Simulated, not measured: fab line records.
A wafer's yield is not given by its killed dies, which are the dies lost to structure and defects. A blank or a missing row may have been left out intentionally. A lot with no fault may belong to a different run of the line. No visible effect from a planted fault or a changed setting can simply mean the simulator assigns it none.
Which tool is to blame?	flow n5_finfet	11 lots with 30 wafers sampled at 5 steps, on a route of 1938 steps

## WHAT THE GAUGES SHOWED, per wafer
N5_HKMG_FIN_INSPECT_28: inspects for defects (darkfield). Usual: raw_defect_count at 34, with a standard deviation of 14.
lot	measured	on	raw_defect_count	flag
L543	day 4 14:32	defect_inspect-01	19 56 41	
L544	day 4 19:02	defect_inspect-02	68 21	
L545	day 5 02:17	defect_inspect-01	35 14 19	
L546	day 5 09:20	defect_inspect-02	55 23 48	
L548	day 5 20:59	defect_inspect-01	31 18 23	
L549	day 6 02:50	defect_inspect-01	25 18 20	
L550	day 6 14:31	defect_inspect-01	34 20 26	
L556	day 7 23:26	defect_inspect-01	49 51 71	
L561	day 9 03:07	defect_inspect-02	62 18	
L562	day 9 07:33	defect_inspect-02	24 17	
L563	day 9 15:40	defect_inspect-02	15 10 17	

N5_BEOL_M4_RC_MEAS_101. Usual: DIBL_N 36.9 mV/V, standard deviation 2.1; DIBL_P 37.1 mV/V, standard deviation 2.5; IOFF_N 0.17 nA/um, standard deviation 0.039; IOFF_P 0.23 nA/um, standard deviation 0.043; ION_N 673 uA/um, standard deviation 15; ION_P 462 uA/um, standard deviation 9.1; SS_N 71.8 mV/dec, standard deviation 0.69; SS_P 73.6 mV/dec, standard deviation 0.74; VT_N 250 mV, standard deviation 3.6; VT_P -249.7 mV, standard deviation 2.9.
lot	measured	on	DIBL_N (mV/V)	DIBL_P (mV/V)	IOFF_N (nA/um)	IOFF_P (nA/um)	ION_N (uA/um)	ION_P (uA/um)	SS_N (mV/dec)	SS_P (mV/dec)	VT_N (mV)	VT_P (mV)	flag
L543	day 8 09:50	prober-02	35.1 36.0 34.3	37.0 36.9 35.4	0.16 0.15 0.14	0.24 0.23 0.20	691 666 674	474 459 464	71.2 71.7 71.2	74.0 73.6 73.3	251 253 249	-247.6 -248.0 -248.0	
L544	day 8 13:13	prober-02	40.9 39.4	43.9 41.2	0.29 0.23	0.35 0.29	703 682	476 461	72.5 72.1	75.0 74.2	241 245	-245.6 -245.4	
L545	day 8 12:47	prober-01	33.5 35.6 35.8	33.0 35.0 35.6	0.12 0.15 0.14	0.17 0.19 0.19	677 665 667	465 453 452	70.8 71.1 70.7	72.1 72.9 73.2	254 249 251	-252.8 -252.3 -250.6	
L546	day 9 05:56	prober-02	35.4 34.6 37.6	35.1 34.5 37.6	0.14 0.14 0.18	0.20 0.19 0.22	662 659 683	456 451 469	71.9 72.0 72.3	74.4 73.8 74.3	255 254 251	-251.6 -250.6 -250.2	
L548	day 9 06:20	prober-01	35.2 38.6 39.4	34.9 38.4 39.8	0.13 0.20 0.21	0.19 0.26 0.27	657 673 680	453 462 467	71.6 71.9 71.9	72.6 73.9 73.5	254 250 245	-252.9 -246.8 -245.6	
L549	day 9 13:22	prober-02	36.1 36.6 36.8	34.1 36.1 36.1	0.13 0.14 0.15	0.19 0.22 0.23	668 676 654	461 470 456	70.6 71.1 71.0	72.6 72.7 73.3	256 251 252	-251.9 -249.4 -248.9	
L550	day 10 02:35	prober-02	34.7 37.2 37.1	36.2 38.4 38.8	0.14 0.19 0.19	0.21 0.25 0.27	661 668 674	459 466 463	71.6 72.7 72.2	73.8 74.6 73.9	252 249 245	-247.3 -244.8 -245.1	
L556	day 11 17:58	prober-01	38.0 36.4 38.3	37.7 35.8 39.0	0.16 0.13 0.18	0.23 0.19 0.26	663 664 683	456 461 469	71.7 70.7 71.3	73.1 73.1 74.0	253 257 250	-248.8 -252.7 -245.5	
L561	day 12 20:08	prober-01	40.9 39.5	43.4 40.8	0.28 0.22	0.34 0.28	707 682	486 456	74.2 73.1	75.1 75.3	243 244	-244.5 -247.6	
L562	day 12 20:01	prober-02	35.4 37.2	36.7 37.4	0.15 0.17	0.21 0.22	682 679	469 463	71.2 71.5	73.3 74.3	250 250	-251.0 -249.4	
L563	day 13 11:34	prober-01	35.2 33.2 35.0	35.2 32.6 34.3	0.16 0.13 0.17	0.24 0.19 0.21	658 666 649	459 464 453	71.6 71.5 72.1	73.2 72.3 72.9	249 252 250	-246.8 -248.8 -248.8	

## WHICH TOOL RAN EACH LOT (tool, then ch and the chambers of the sampled wafers, then the start)
lot	N5_HKMG_FIN_ALD_91	N5_HKMG_FIN_NWFM_ALD_20	N5_HKMG_FIN_CMP_23
L543	ald_metal-02 ch 1,2, day 4 11:07	ald_metal-01 ch 0,3, day 4 12:06	cmp-04 ch 1,2, day 4 13:49
L544	ald_metal-01 ch 1,3, day 4 15:32	ald_metal-04 ch 0,1, day 4 16:31	cmp-02 ch 2,3, day 4 18:19
L545	ald_metal-02 ch 2,3, day 4 22:53	ald_metal-01 ch 1,2,3, day 4 23:52	cmp-04 ch 1,3, day 5 01:34
L546	ald_metal-01 ch 0,1,3, day 5 05:06	ald_metal-02 ch 1,2,3, day 5 06:14	cmp-04 ch 1,2,3, day 5 08:52
L548	ald_metal-01 ch 0,1,3, day 5 17:26	ald_metal-02 ch 0,1,3, day 5 18:29	cmp-02 ch 1,2,3, day 5 20:21
L549	ald_metal-02 ch 0,1,3, day 5 23:10	ald_metal-01 ch 0,1,2, day 6 00:19	cmp-02 ch 0,2, day 6 02:08
L550	ald_metal-04 ch 0,2, day 6 11:07	ald_metal-04 ch 0,2, day 6 12:05	cmp-02 ch 0,1,2, day 6 13:49
L556	ald_metal-01 ch 2,3, day 7 19:55	ald_metal-04 ch 0,1, day 7 20:55	cmp-04 ch 2,3, day 7 22:43
L561	ald_metal-04 ch 0,3, day 8 23:42	ald_metal-04 ch 2,3, day 9 00:40	cmp-02 ch 1,2, day 9 02:34
L562	ald_metal-04 ch 1,3, day 9 04:09	ald_metal-01 ch 2,3, day 9 05:07	cmp-02 ch 0,2, day 9 06:50
L563	ald_metal-04 ch 0,3, day 9 12:16	ald_metal-01 ch 0,1,2, day 9 13:15	cmp-01 ch 0,3, day 9 15:02
- N5_HKMG_FIN_ALD_91: deposits TiN, target thk 1 nm, pulse time 1 s, purge time 3 s.
- N5_HKMG_FIN_NWFM_ALD_20: deposits TiAlC, target thk 2 nm, pulse time 3 s, purge time 2 s.
- N5_HKMG_FIN_CMP_23: polishes, stops on SiNx, t overpolish 10 s, target thk 46.326 nm.

## AS READ BY THE TOOLS THEMSELVES (means over the sampled wafers that have a number; for cases with no such wafer, the mark the record gives instead)
N5_HKMG_FIN_ALD_91. Usual: heater_power_w 910 W, standard deviation 100; precursor_pulse_height_rel 1.000, standard deviation 0.021.
lot	tool	heater_power_w (W)	precursor_pulse_height_rel	flag
L543	ald_metal-02	843	1.000	
L544	ald_metal-01	878	1.018	
L545	ald_metal-02	872	0.999	
L546	ald_metal-01	935	1.004	
L548	ald_metal-01	942	1.003	
L549	ald_metal-02	862	1.006	
L550	ald_metal-04	851	0.999	
L556	ald_metal-01	963	0.977	
L561	ald_metal-04	980	0.995	
L562	ald_metal-04	877	1.020	
L563	ald_metal-04	978	0.989	

N5_HKMG_FIN_NWFM_ALD_20. Usual: heater_power_w 504 W, standard deviation 58; precursor_pulse_height_rel 1.001, standard deviation 0.02.
lot	tool	heater_power_w (W)	precursor_pulse_height_rel	flag
L543	ald_metal-01	535	1.007	
L544	ald_metal-04	483	1.007	
L545	ald_metal-01	517	0.987	
L546	ald_metal-02	461	1.000	
L548	ald_metal-02	474	1.004	
L549	ald_metal-01	539	0.991	
L550	ald_metal-04	477	1.011	
L556	ald_metal-04	501	1.010	
L561	ald_metal-04	494	1.013	
L562	ald_metal-01	542	0.988	
L563	ald_metal-01	538	1.001	

N5_HKMG_FIN_CMP_23. Usual: motor_current_A 12.3 A, standard deviation 1.1; overpolish_run_s 9.98 s, standard deviation 0.16; platen_rpm 50.28 rpm, standard deviation 0.034; retaining_ring_pressure_frac 0.999, standard deviation 0.0049; slurry_filter_dp_kPa 13.49 kPa, standard deviation 0.14; time_to_endpoint_s 12 s, standard deviation 3.3.
lot	tool	motor_current_A (A)	overpolish_run_s (s)	platen_rpm (rpm)	retaining_ring_pressure_frac	slurry_filter_dp_kPa (kPa)	time_to_endpoint_s (s)	flag
L543	cmp-04	11.8	10.00	50.28	0.999	13.59	14	
L544	cmp-02	11.1	10.00	50.29	0.996	13.43	10	
L545	cmp-04	12.9	10.00	50.31	1.001	13.44	12	
L546	cmp-04	12.0	9.99	50.27	0.995	13.57	13	
L548	cmp-02	11.9	10.00	50.30	1.001	13.49	10	
L549	cmp-02	11.7	9.99	52.31	0.999	13.45	10	OFF
L550	cmp-02	12.1	10.00	52.31	0.995	13.49	13	OFF
L556	cmp-04	12.0	9.99	50.25	1.003	13.46	15	
L561	cmp-02	12.2	10.00	50.28	0.994	13.55	9	
L562	cmp-02	11.9	10.00	50.27	0.999	13.52	12	
L563	cmp-01	12.3	10.00	50.25	1.005	13.49	13	

## THE ANSWER, worked out from the rows above alone
Rule: a lot is off if the mean of its wafers that have a number lies more than 3 standard deviations from the usual mean. Also off: a lot with no number at a reading for which 4 or more lots have one. Where the step has rows for the other lots, those lots are counted as sound. The gauges are gone through in route order, then the tools' own readings, and for those a lot's mean is taken as printed above. The first step at which some lot is off is used, and at that step the reading that is off furthest; a lot without a number counts as furthest.
Off: L549, L550 (N5_HKMG_FIN_CMP_23, platen_rpm).
If a tool, at that step or one of the process steps before it, ran each lot that is off and ran no sound lot following the first of them, it fits. Of those tried, none fits.

## WHAT THE SIMULATOR HAD INSERTED
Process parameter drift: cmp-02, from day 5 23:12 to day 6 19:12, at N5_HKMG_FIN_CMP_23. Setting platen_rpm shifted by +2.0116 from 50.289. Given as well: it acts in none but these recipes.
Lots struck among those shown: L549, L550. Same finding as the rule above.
